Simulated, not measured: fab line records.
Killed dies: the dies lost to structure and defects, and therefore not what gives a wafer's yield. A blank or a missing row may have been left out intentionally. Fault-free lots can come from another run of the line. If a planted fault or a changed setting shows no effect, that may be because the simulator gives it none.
Which tool did it? :: flow nand harc :: 9 lots, 27 wafers sampled, at 6 steps of a route of 1302

WHAT THE GAUGES SHOWED, per wafer
NHARC_END_WLT_00.
lot: L955
measured: day 24 08:57
on: prober-01
VT_DECK1_BOTTOM: 0.862 0.857 0.858
VT_DECK1_BOTTOM_INNER: 0.859 0.855 0.860
VT_DECK1_MEDIAN_NEAR_BOTTOM: 0.859 0.855 0.854
VT_DECK1_MEDIAN_NEAR_BOTTOM_INNER: 0.861 0.864 0.857
VT_DECK1_MIDDLE: 0.867 0.864 0.866
VT_DECK1_MIDDLE_INNER: 0.877 0.869 0.871
VT_DECK1_TOP: 0.885 0.882 0.880
VT_DECK1_TOP_INNER: 0.884 0.882 0.882
VT_DECK2_BOTTOM: 0.882 0.881 0.899
VT_DECK2_BOTTOM_INNER: 0.859 0.882 0.885
VT_DECK2_MEDIAN_NEAR_BOTTOM: 0.880 0.870 0.880
VT_DECK2_MEDIAN_NEAR_BOTTOM_INNER: 0.876 0.883 0.875
VT_DECK2_MIDDLE: 0.886 0.890 0.897
VT_DECK2_MIDDLE_INNER: 0.894 0.890 0.894
VT_DECK2_TOP: 0.896 0.901 0.897
VT_DECK2_TOP_INNER: 0.903 0.905 0.905

lot: L956
measured: day 25 07:29
on: prober-02
VT_DECK1_BOTTOM: 0.862 0.875 0.875
VT_DECK1_BOTTOM_INNER: 0.866 0.867 0.870
VT_DECK1_MEDIAN_NEAR_BOTTOM: 0.866 0.872 0.868
VT_DECK1_MEDIAN_NEAR_BOTTOM_INNER: 0.873 0.877 0.863
VT_DECK1_MIDDLE: 0.878 0.882 0.885
VT_DECK1_MIDDLE_INNER: 0.882 0.882 0.880
VT_DECK1_TOP: 0.898 0.898 0.885
VT_DECK1_TOP_INNER: 0.891 0.894 0.892
VT_DECK2_BOTTOM: 0.872 0.866 0.873
VT_DECK2_BOTTOM_INNER: 0.869 0.862 0.875
VT_DECK2_MEDIAN_NEAR_BOTTOM: 0.874 0.862 0.877
VT_DECK2_MEDIAN_NEAR_BOTTOM_INNER: 0.877 0.862 0.871
VT_DECK2_MIDDLE: 0.883 0.880 0.889
VT_DECK2_MIDDLE_INNER: 0.884 0.882 0.896
VT_DECK2_TOP: 0.899 0.896 0.898
VT_DECK2_TOP_INNER: 0.900 0.890 0.888

lot: L960
measured: day 27 04:26
on: prober-01
VT_DECK1_BOTTOM: 0.860 0.856 0.866
VT_DECK1_BOTTOM_INNER: 0.861 0.860 0.867
VT_DECK1_MEDIAN_NEAR_BOTTOM: 0.863 0.864 0.868
VT_DECK1_MEDIAN_NEAR_BOTTOM_INNER: 0.866 0.853 0.866
VT_DECK1_MIDDLE: 0.868 0.874 0.866
VT_DECK1_MIDDLE_INNER: 0.868 0.879 0.871
VT_DECK1_TOP: 0.878 0.880 0.894
VT_DECK1_TOP_INNER: 0.890 0.887 0.879
VT_DECK2_BOTTOM: 0.856 0.872 0.868
VT_DECK2_BOTTOM_INNER: 0.867 0.866 0.875
VT_DECK2_MEDIAN_NEAR_BOTTOM: 0.872 0.880 0.869
VT_DECK2_MEDIAN_NEAR_BOTTOM_INNER: 0.863 0.872 0.871
VT_DECK2_MIDDLE: 0.884 0.889 0.883
VT_DECK2_MIDDLE_INNER: 0.882 0.886 0.875
VT_DECK2_TOP: 0.893 0.899 0.893
VT_DECK2_TOP_INNER: 0.896 0.906 0.898

lot: L959
measured: day 27 13:32
on: prober-02
VT_DECK1_BOTTOM: 0.865 0.867 0.870
VT_DECK1_BOTTOM_INNER: 0.862 0.861 0.863
VT_DECK1_MEDIAN_NEAR_BOTTOM: 0.864 0.868 0.870
VT_DECK1_MEDIAN_NEAR_BOTTOM_INNER: 0.867 0.864 0.867
VT_DECK1_MIDDLE: 0.880 0.875 0.877
VT_DECK1_MIDDLE_INNER: 0.870 0.877 0.879
VT_DECK1_TOP: 0.885 0.886 0.886
VT_DECK1_TOP_INNER: 0.882 0.885 0.888
VT_DECK2_BOTTOM: 0.875 0.871 0.868
VT_DECK2_BOTTOM_INNER: 0.883 0.867 0.872
VT_DECK2_MEDIAN_NEAR_BOTTOM: 0.882 0.869 0.876
VT_DECK2_MEDIAN_NEAR_BOTTOM_INNER: 0.887 0.870 0.875
VT_DECK2_MIDDLE: 0.890 0.886 0.880
VT_DECK2_MIDDLE_INNER: 0.884 0.881 0.885
VT_DECK2_TOP: 0.897 0.899 0.891
VT_DECK2_TOP_INNER: 0.896 0.893 0.896

lot: L968
measured: day 31 01:32
on: prober-01
VT_DECK1_BOTTOM: 6.037 5.972 5.984 6.018 5.967 5.980
VT_DECK1_BOTTOM_INNER: 5.996 6.059 6.066 6.065 5.978 6.069
VT_DECK1_MEDIAN_NEAR_BOTTOM: 6.002 5.958 6.004 6.020 6.011 5.985
VT_DECK1_MEDIAN_NEAR_BOTTOM_INNER: 5.998 5.951 5.990 5.994 6.041 6.015
VT_DECK1_MIDDLE: 5.957 5.994 5.973 6.010 6.016 5.947
VT_DECK1_MIDDLE_INNER: 5.961 6.047 5.994 5.987 6.037 5.966
VT_DECK1_TOP: 6.015 6.002 6.011 5.973 6.007 6.007
VT_DECK1_TOP_INNER: 5.969 6.031 6.064 5.965 5.975 6.013
VT_DECK2_BOTTOM: 5.944 6.012 6.028 6.024 6.051 5.988
VT_DECK2_BOTTOM_INNER: 6.008 6.035 6.005 6.071 5.993 6.008
VT_DECK2_MEDIAN_NEAR_BOTTOM: 6.003 5.980 6.027 6.006 6.057 6.010
VT_DECK2_MEDIAN_NEAR_BOTTOM_INNER: 6.019 5.971 5.986 6.029 6.030 6.020
VT_DECK2_MIDDLE: 5.990 5.951 6.000 5.981 5.968 6.024
VT_DECK2_MIDDLE_INNER: 6.000 6.008 6.040 5.960 5.978 5.979
VT_DECK2_TOP: 5.964 5.997 6.008 5.993 6.019 5.986
VT_DECK2_TOP_INNER: 5.992 6.008 6.014 5.978 5.981 6.007

lot: L970
measured: day 31 09:19
on: prober-01
VT_DECK1_BOTTOM: 5.975 6.008 6.040 5.990 5.966 6.003
VT_DECK1_BOTTOM_INNER: 6.050 6.072 6.031 6.004 5.984 5.981
VT_DECK1_MEDIAN_NEAR_BOTTOM: 6.000 6.000 5.996 5.951 5.976 6.012
VT_DECK1_MEDIAN_NEAR_BOTTOM_INNER: 6.015 6.037 6.029 6.055 5.970 5.998
VT_DECK1_MIDDLE: 6.003 5.990 6.009 5.954 5.990 6.020
VT_DECK1_MIDDLE_INNER: 6.012 5.959 6.009 6.020 5.967 6.034
VT_DECK1_TOP: 6.041 5.985 5.997 6.028 6.003 5.949
VT_DECK1_TOP_INNER: 5.966 6.013 5.978 5.937 5.995 6.018
VT_DECK2_BOTTOM: 5.977 5.962 6.013 6.007 5.986 5.980
VT_DECK2_BOTTOM_INNER: 5.947 6.004 5.981 5.977 6.030 6.035
VT_DECK2_MEDIAN_NEAR_BOTTOM: 6.011 5.991 5.996 5.995 6.030 5.987
VT_DECK2_MEDIAN_NEAR_BOTTOM_INNER: 5.991 6.030 6.032 5.959 5.983 6.018
VT_DECK2_MIDDLE: 5.999 5.943 6.001 5.990 5.988 6.006
VT_DECK2_MIDDLE_INNER: 6.014 6.026 5.974 6.075 5.975 5.964
VT_DECK2_TOP: 6.045 6.000 5.951 5.956 5.977 6.005
VT_DECK2_TOP_INNER: 6.015 6.042 5.974 6.002 6.004 6.036

lot: L971
measured: day 31 06:14
on: prober-02
VT_DECK1_BOTTOM: 0.861 0.871 0.861
VT_DECK1_BOTTOM_INNER: 0.861 0.865 0.868
VT_DECK1_MEDIAN_NEAR_BOTTOM: 0.863 0.865 0.872
VT_DECK1_MEDIAN_NEAR_BOTTOM_INNER: 0.860 0.865 0.869
VT_DECK1_MIDDLE: 0.877 0.886 0.870
VT_DECK1_MIDDLE_INNER: 0.877 0.873 0.874
VT_DECK1_TOP: 0.892 0.894 0.890
VT_DECK1_TOP_INNER: 0.890 0.890 0.888
VT_DECK2_BOTTOM: 0.878 0.868 0.877
VT_DECK2_BOTTOM_INNER: 0.883 0.882 0.877
VT_DECK2_MEDIAN_NEAR_BOTTOM: 0.879 0.875 0.875
VT_DECK2_MEDIAN_NEAR_BOTTOM_INNER: 0.873 0.872 0.874
VT_DECK2_MIDDLE: 0.883 0.889 0.885
VT_DECK2_MIDDLE_INNER: 0.881 0.880 0.882
VT_DECK2_TOP: 0.894 0.900 0.893
VT_DECK2_TOP_INNER: 0.894 0.902 0.898

lot: L973
measured: day 32 16:22
on: prober-01
VT_DECK1_BOTTOM: 0.871 0.872 0.869
VT_DECK1_BOTTOM_INNER: 0.868 0.876 0.875
VT_DECK1_MEDIAN_NEAR_BOTTOM: 0.871 0.868 0.870
VT_DECK1_MEDIAN_NEAR_BOTTOM_INNER: 0.876 0.870 0.872
VT_DECK1_MIDDLE: 0.884 0.881 0.888
VT_DECK1_MIDDLE_INNER: 0.884 0.887 0.888
VT_DECK1_TOP: 0.893 0.898 0.898
VT_DECK1_TOP_INNER: 0.893 0.891 0.895
VT_DECK2_BOTTOM: 0.883 0.868 0.875
VT_DECK2_BOTTOM_INNER: 0.880 0.873 0.874
VT_DECK2_MEDIAN_NEAR_BOTTOM: 0.872 0.868 0.873
VT_DECK2_MEDIAN_NEAR_BOTTOM_INNER: 0.874 0.883 0.876
VT_DECK2_MIDDLE: 0.887 0.886 0.885
VT_DECK2_MIDDLE_INNER: 0.889 0.880 0.894
VT_DECK2_TOP: 0.895 0.895 0.891
VT_DECK2_TOP_INNER: 0.889 0.897 0.905

lot: L974
measured: day 32 19:59
on: prober-02
VT_DECK1_BOTTOM: 0.878 0.872 0.872
VT_DECK1_BOTTOM_INNER: 0.880 0.872 0.877
VT_DECK1_MEDIAN_NEAR_BOTTOM: 0.878 0.874 0.874
VT_DECK1_MEDIAN_NEAR_BOTTOM_INNER: 0.878 0.877 0.875
VT_DECK1_MIDDLE: 0.891 0.882 0.886
VT_DECK1_MIDDLE_INNER: 0.886 0.885 0.890
VT_DECK1_TOP: 0.902 0.896 0.895
VT_DECK1_TOP_INNER: 0.903 0.899 0.898
VT_DECK2_BOTTOM: 0.863 0.867 0.868
VT_DECK2_BOTTOM_INNER: 0.866 0.869 0.869
VT_DECK2_MEDIAN_NEAR_BOTTOM: 0.867 0.870 0.868
VT_DECK2_MEDIAN_NEAR_BOTTOM_INNER: 0.868 0.875 0.874
VT_DECK2_MIDDLE: 0.891 0.888 0.880
VT_DECK2_MIDDLE_INNER: 0.891 0.886 0.880
VT_DECK2_TOP: 0.897 0.897 0.901
VT_DECK2_TOP_INNER: 0.889 0.891 0.893

NHARC_END_SORT_01.
lot: L955
measured: day 24 12:17
on: prober-01
defect limited yield (%): 90.8 92.2 90.5
killed at array: 58 52 56
killed at other: 0 0 0
killed at periphery: 4 1 8
killed dies: 62 53 64
killed open: 3 3 0
killed short: 1 7 1

lot: L956
measured: day 25 10:31
on: prober-02
defect limited yield (%): 88.9 87.9 88.8
killed at array: 68 75 71
killed at other: 3 4 2
killed at periphery: 4 3 3
killed dies: 75 82 76
killed open: 3 1 2
killed short: 2 1 2

lot: L960
measured: day 27 07:25
on: prober-01
defect limited yield (%): 92.2 90.5 90.7
killed at array: 47 62 57
killed at other: 1 1 1
killed at periphery: 5 1 5
killed dies: 53 64 63
killed open: 3 0 1
killed short: 0 0 3

lot: L959
measured: day 27 16:29
on: prober-02
defect limited yield (%): 92.3 91.9 90.8
killed at array: 47 46 51
killed at other: 0 3 4
killed at periphery: 5 6 7
killed dies: 52 55 62
killed open: 3 2 4
killed short: 1 2 3

lot: L971
measured: day 31 09:13
on: prober-02
defect limited yield (%): 92.5 91.0 92.5
killed at array: 47 55 47
killed at other: 0 0 0
killed at periphery: 4 6 4
killed dies: 51 61 51
killed open: 2 2 2
killed short: 1 3 4

lot: L973
measured: day 32 19:57
on: prober-01
defect limited yield (%): 90.4 91.6 90.7
killed at array: 58 50 57
killed at other: 0 1 1
killed at periphery: 7 6 5
killed dies: 65 57 63
killed open: 2 6 5
killed short: 1 1 0

lot: L974
measured: day 32 22:58
on: prober-02
defect limited yield (%): 92.9 92.2 90.8
killed at array: 44 50 56
killed at other: 1 2 2
killed at periphery: 3 1 4
killed dies: 48 53 62
killed open: 3 4 5
killed short: 6 6 5

WHAT TOOL EACH LOT RAN ON (gives the tool, then ch and the chambers of the sampled wafers, and finally the start)
lot: L955
NHARC_A_CHANNEL_HOLE_D2_ETCH_34: rie diel-09 ch 1,3, day 13 18:14 or earlier
NHARC_A_CHANNEL_HOLE_D2_ETCH_20: har etch-01 ch 0,1, day 13 18:14
NHARC_A_CHANNEL_HOLE_D2_ETCH_25: har etch-01 ch 0,1, day 13 21:02
NHARC_A_CHANNEL_FILL_D2_ALD_02: ald hk-01 ch 0,2, day 14 00:02

lot: L956
NHARC_A_CHANNEL_HOLE_D2_ETCH_34: rie diel-04 ch 0,1,3, day 14 11:37 or earlier
NHARC_A_CHANNEL_HOLE_D2_ETCH_20: har etch-02 ch 0,1, day 14 11:37
NHARC_A_CHANNEL_HOLE_D2_ETCH_25: har etch-02 ch 0,1, day 14 14:31
NHARC_A_CHANNEL_FILL_D2_ALD_02: ald hk-04 ch 0,1,2, day 14 17:23

lot: L960
NHARC_A_CHANNEL_HOLE_D2_ETCH_34: rie diel-08 ch 1,2,3, day 16 03:23 or earlier
NHARC_A_CHANNEL_HOLE_D2_ETCH_20: har etch-01 ch 0,1, day 16 03:23
NHARC_A_CHANNEL_HOLE_D2_ETCH_25: har etch-01 ch 0,1, day 16 06:14
NHARC_A_CHANNEL_FILL_D2_ALD_02: ald hk-04 ch 2,3, day 16 09:10

lot: L959
NHARC_A_CHANNEL_HOLE_D2_ETCH_34: rie diel-09 ch 0,2,3, day 16 03:55 or earlier
NHARC_A_CHANNEL_HOLE_D2_ETCH_20: har etch-02 ch 0,1, day 16 03:55
NHARC_A_CHANNEL_HOLE_D2_ETCH_25: har etch-02 ch 0,1, day 16 06:42
NHARC_A_CHANNEL_FILL_D2_ALD_02: ald hk-04 ch 1,2,3, day 16 09:52

lot: L968
NHARC_A_CHANNEL_HOLE_D2_ETCH_34: rie diel-09 ch 1,3, day 19 21:25 or earlier
NHARC_A_CHANNEL_HOLE_D2_ETCH_20: har etch-02 ch 0,1, day 19 21:25
NHARC_A_CHANNEL_HOLE_D2_ETCH_25: har etch-02 ch 0,1, day 20 00:16
NHARC_A_CHANNEL_FILL_D2_ALD_02: ald hk-04 ch 0,3, day 20 03:08

lot: L970
NHARC_A_CHANNEL_HOLE_D2_ETCH_34: rie diel-09 ch 1,2,3, day 20 10:36 or earlier
NHARC_A_CHANNEL_HOLE_D2_ETCH_20: har etch-02 ch 0,1, day 20 10:36
NHARC_A_CHANNEL_HOLE_D2_ETCH_25: har etch-02 ch 0,1, day 20 13:23
NHARC_A_CHANNEL_FILL_D2_ALD_02: ald hk-04 ch 1,2,3, day 20 16:32

lot: L971
NHARC_A_CHANNEL_HOLE_D2_ETCH_34: rie diel-09 ch 0,2,3, day 20 17:37 or earlier
NHARC_A_CHANNEL_HOLE_D2_ETCH_20: har etch-02 ch 0,1, day 20 17:37
NHARC_A_CHANNEL_HOLE_D2_ETCH_25: har etch-02 ch 0,1, day 20 20:25
NHARC_A_CHANNEL_FILL_D2_ALD_02: ald hk-04 ch 1,2, day 20 23:39

lot: L973
NHARC_A_CHANNEL_HOLE_D2_ETCH_34: rie diel-04 ch 0,1, day 21 21:43 or earlier
NHARC_A_CHANNEL_HOLE_D2_ETCH_20: har etch-02 ch 0,1, day 21 21:43
NHARC_A_CHANNEL_HOLE_D2_ETCH_25: har etch-02 ch 0,1, day 22 00:47
NHARC_A_CHANNEL_FILL_D2_ALD_02: ald hk-04 ch 1,2,3, day 22 03:29

lot: L974
NHARC_A_CHANNEL_HOLE_D2_ETCH_34: rie diel-08 ch 0,2, day 21 21:54 or earlier
NHARC_A_CHANNEL_HOLE_D2_ETCH_20: har etch-01 ch 0,1, day 21 21:54
NHARC_A_CHANNEL_HOLE_D2_ETCH_25: har etch-01 ch 0,1, day 22 00:41
NHARC_A_CHANNEL_FILL_D2_ALD_02: ald hk-01 ch 1,2, day 22 03:55
- NHARC_A_CHANNEL_HOLE_D2_ETCH_34: etches the open film in CF4/CHF3, target depth 154 nm, time 77 s.
- NHARC_A_CHANNEL_HOLE_D2_ETCH_20: etches the open film in C4F8/O2/Ar, time 361.9 s, target depth 1600 nm.
- NHARC_A_CHANNEL_HOLE_D2_ETCH_25: etches the open film in C4F8/O2/Ar, time 1040.2 s, target depth 1500 nm.
- NHARC_A_CHANNEL_FILL_D2_ALD_02: deposits SiO2, target thk 6 nm, pulse time 10 s, ald cycles 60.

WHAT THE TOOLS THEMSELVES READ (means of the sampled wafers that have a number; where no wafer has one, the mark that the record gives instead)
NHARC_A_CHANNEL_HOLE_D2_ETCH_34.
lot: L955
tool: rie diel-09
drypump motor current A (A): 5.3
oes product au (a.u.): 0.930
rf vpp V (V): 370.3
showerhead plenum p Torr (Torr): 1.56
throttle valve pct (%): 16.796

lot: L956
tool: rie diel-04
drypump motor current A (A): 6.0
oes product au (a.u.): 0.960
rf vpp V (V): 369.5
showerhead plenum p Torr (Torr): 1.54
throttle valve pct (%): 16.792

lot: L960
tool: rie diel-08
drypump motor current A (A): 6.3
oes product au (a.u.): 0.929
rf vpp V (V): 371.0
showerhead plenum p Torr (Torr): 1.61
throttle valve pct (%): 16.801

lot: L959
tool: rie diel-09
drypump motor current A (A): 5.5
oes product au (a.u.): 0.963
rf vpp V (V): 368.7
showerhead plenum p Torr (Torr): 1.54
throttle valve pct (%): 16.805

lot: L968
tool: rie diel-09
drypump motor current A (A): 5.3
oes product au (a.u.): 0.969
rf vpp V (V): 370.0
showerhead plenum p Torr (Torr): 1.55
throttle valve pct (%): 16.793

lot: L970
tool: rie diel-09
drypump motor current A (A): 5.6
oes product au (a.u.): 0.972
rf vpp V (V): 370.5
showerhead plenum p Torr (Torr): 1.57
throttle valve pct (%): 16.799

lot: L971
tool: rie diel-09
drypump motor current A (A): 5.5
oes product au (a.u.): 0.968
rf vpp V (V): 370.2
showerhead plenum p Torr (Torr): 1.54
throttle valve pct (%): 16.806

lot: L973
tool: rie diel-04
drypump motor current A (A): 5.7
oes product au (a.u.): 0.967
rf vpp V (V): 368.0
showerhead plenum p Torr (Torr): 1.51
throttle valve pct (%): 16.802

lot: L974
tool: rie diel-08
drypump motor current A (A): 6.3
oes product au (a.u.): 0.940
rf vpp V (V): 370.5
showerhead plenum p Torr (Torr): 1.56
throttle valve pct (%): 16.798

NHARC_A_CHANNEL_HOLE_D2_ETCH_20.
lot: L955
tool: har etch-01
drypump motor current A (A): 5.6
o2 flow sccm (sccm): 35.64
showerhead plenum p Torr (Torr): 3.68
throttle valve pct (%): 32.151

lot: L956
tool: har etch-02
drypump motor current A (A): 5.4
o2 flow sccm (sccm): 35.76
showerhead plenum p Torr (Torr): 3.62
throttle valve pct (%): 32.158

lot: L960
tool: har etch-01
drypump motor current A (A): 5.6
o2 flow sccm (sccm): 35.59
showerhead plenum p Torr (Torr): 3.67
throttle valve pct (%): 32.166

lot: L959
tool: har etch-02
drypump motor current A (A): 5.1
o2 flow sccm (sccm): 35.64
showerhead plenum p Torr (Torr): 3.55
throttle valve pct (%): 32.154

lot: L968
tool: har etch-02
drypump motor current A (A): 5.4
o2 flow sccm (sccm): 35.75
showerhead plenum p Torr (Torr): 3.73
throttle valve pct (%): 32.158

lot: L970
tool: har etch-02
drypump motor current A (A): 5.4
o2 flow sccm (sccm): 35.72
showerhead plenum p Torr (Torr): 3.73
throttle valve pct (%): 32.154

lot: L971
tool: har etch-02
drypump motor current A (A): 5.4
o2 flow sccm (sccm): 35.67
showerhead plenum p Torr (Torr): 3.72
throttle valve pct (%): 32.159

lot: L973
tool: har etch-02
drypump motor current A (A): 5.1
o2 flow sccm (sccm): 35.66
showerhead plenum p Torr (Torr): 3.81
throttle valve pct (%): 32.162

lot: L974
tool: har etch-01
drypump motor current A (A): 5.7
o2 flow sccm (sccm): 35.81
showerhead plenum p Torr (Torr): 3.62
throttle valve pct (%): 32.150

NHARC_A_CHANNEL_HOLE_D2_ETCH_25.
lot: L955
tool: har etch-01
drypump motor current A (A): 5.6
o2 flow sccm (sccm): 31.12
showerhead plenum p Torr (Torr): 3.68
throttle valve pct (%): 32.238

lot: L956
tool: har etch-02
drypump motor current A (A): 5.4
o2 flow sccm (sccm): 31.17
showerhead plenum p Torr (Torr): 3.61
throttle valve pct (%): 32.238

lot: L960
tool: har etch-01
drypump motor current A (A): 5.6
o2 flow sccm (sccm): 31.23
showerhead plenum p Torr (Torr): 3.66
throttle valve pct (%): 32.225

lot: L959
tool: har etch-02
drypump motor current A (A): 5.1
o2 flow sccm (sccm): 31.15
showerhead plenum p Torr (Torr): 3.54
throttle valve pct (%): 32.232

lot: L968
tool: har etch-02
drypump motor current A (A): 5.4
o2 flow sccm (sccm): 31.23
showerhead plenum p Torr (Torr): 3.72
throttle valve pct (%): 32.229

lot: L970
tool: har etch-02
drypump motor current A (A): 5.4
o2 flow sccm (sccm): 31.26
showerhead plenum p Torr (Torr): 3.72
throttle valve pct (%): 32.231

lot: L971
tool: har etch-02
drypump motor current A (A): 5.4
o2 flow sccm (sccm): 31.16
showerhead plenum p Torr (Torr): 3.72
throttle valve pct (%): 32.234

lot: L973
tool: har etch-02
drypump motor current A (A): 5.1
o2 flow sccm (sccm): 31.14
showerhead plenum p Torr (Torr): 3.80
throttle valve pct (%): 32.238

lot: L974
tool: har etch-01
drypump motor current A (A): 5.8
o2 flow sccm (sccm): 31.16
showerhead plenum p Torr (Torr): 3.61
throttle valve pct (%): 32.243

NHARC_A_CHANNEL_FILL_D2_ALD_02.
lot: L955
tool: ald hk-01
heater power outer w (W): 269
heater power w (W): 490
precursor pulse height rel: 0.998

lot: L956
tool: ald hk-04
heater power outer w (W): 246
heater power w (W): 464
precursor pulse height rel: 0.997

lot: L960
tool: ald hk-04
heater power outer w (W): 269
heater power w (W): 462
precursor pulse height rel: 0.986

lot: L959
tool: ald hk-04
heater power outer w (W): 254
heater power w (W): 458
precursor pulse height rel: 1.005

lot: L968
tool: ald hk-04
heater power outer w (W): -
heater power w (W): -
precursor pulse height rel: -

lot: L970
tool: ald hk-04
heater power outer w (W): -
heater power w (W): -
precursor pulse height rel: -

lot: L971
tool: ald hk-04
heater power outer w (W): 260
heater power w (W): 468
precursor pulse height rel: 1.002

lot: L973
tool: ald hk-04
heater power outer w (W): 258
heater power w (W): 467
precursor pulse height rel: 0.999

lot: L974
tool: ald hk-01
heater power outer w (W): 252
heater power w (W): 476
precursor pulse height rel: 1.022

THE ANSWER, worked out from the rows above alone
Rule: the lots themselves supply what counts as usual. The widest of any qualifying gaps counts: lots, ordered by their means at a reading, are off when they make up no more than a third of the lots, leave a main group of 4 or more, and stand apart from it by 3 or more times the standard deviation of that group's means. The tables above print the reading to a certain number of digits; a main group whose means all agree to those digits is not used. Also off: a lot with no number at a reading for which 4 or more lots have one. Where the step has rows for the other lots, those lots are counted as sound. After the gauges, taken in route order, come the tools' own readings; for these a lot's mean is taken, as printed above. The first step at which some lot is off is used, and at that step the reading that is off furthest; a lot without a number counts as furthest.
Off: L968, L970, at NHARC_END_WLT_00 (VT_DECK2_TOP). The main group has a mean of 0.896 with a standard deviation of 0.0016.
If a tool, at a process step before that reading, ran all the lots that are off and no sound lot after the first of them, it fits. Not tried: the gauges at NHARC_END_WLT_00; whatever is off there is also off at NHARC_A_CHANNEL_HOLE_D2_ETCH_25, on other tools, and gauge error can't account for it. With no start given for some of its lots, NHARC_A_CHANNEL_HOLE_D2_ETCH_34 uses the hours and lot order of NHARC_A_CHANNEL_HOLE_D2_ETCH_20. Not one of the candidates tried fits.

WHAT THE SIMULATOR HAD PUT IN
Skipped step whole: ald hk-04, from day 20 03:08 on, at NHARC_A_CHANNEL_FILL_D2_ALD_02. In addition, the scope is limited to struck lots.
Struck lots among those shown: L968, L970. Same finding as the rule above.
